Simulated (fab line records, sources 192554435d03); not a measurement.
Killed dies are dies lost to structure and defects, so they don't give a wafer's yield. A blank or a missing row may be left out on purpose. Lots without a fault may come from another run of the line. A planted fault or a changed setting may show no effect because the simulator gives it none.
Chamber matching | flow n5_finfet | N5_SPACER0_ALD_07 on ald_sin-04: 4 sister chambers
The step deposits SiNx, target thk 2 nm. 8 wafers are shown with their chamber, then 7 later ones without.

WAFERS WITH THEIR CHAMBER
wafer  | chamber | heater_power_w (W)
L802.5 | 3       | 695
L805.3 | 1       | 898
L805.4 | 0       | 825
L806.3 | 1       | 941
L806.4 | 3       | 676
L806.6 | 2       | 854
L807.1 | 0       | 814
L807.5 | 2       | 879

WAFERS WITHOUT THEIR CHAMBER
wafer  | heater_power_w (W)
L807.6 | 707
L811.1 | 929
L811.5 | 860
L811.6 | 939
L819.2 | 937
L819.3 | 684
L819.4 | 827

WHICH CHAMBER EACH WENT THROUGH
wafer  | from the rows above     | in truth
L807.6 | 3                       | 3
L811.1 | 1                       | 1
L811.5 | can't be placed: 2 or 0 | 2
L811.6 | 1                       | 1
L819.2 | 1                       | 1
L819.3 | 3                       | 3
L819.4 | can't be placed: 0 or 2 | 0
Placed correctly: 5 of 7. Can't be placed from these rows: 2 (the true chamber is among the candidates in 2). Placed wrongly: 0.
How it was worked out, from the rows above alone: a wafer's distance from a chamber is the root of the sum, over the readings, of the square of ((its reading less the chamber's mean) divided by the reading's scatter). The wafer belongs to the nearest chamber; if the next one is less than 2 further off, it can't be placed. A chamber's mean is the mean of its shown wafers. The scatter: the root of (the sum of the squares of (reading less its chamber's mean) over the shown wafers, divided by (wafers less chambers)).
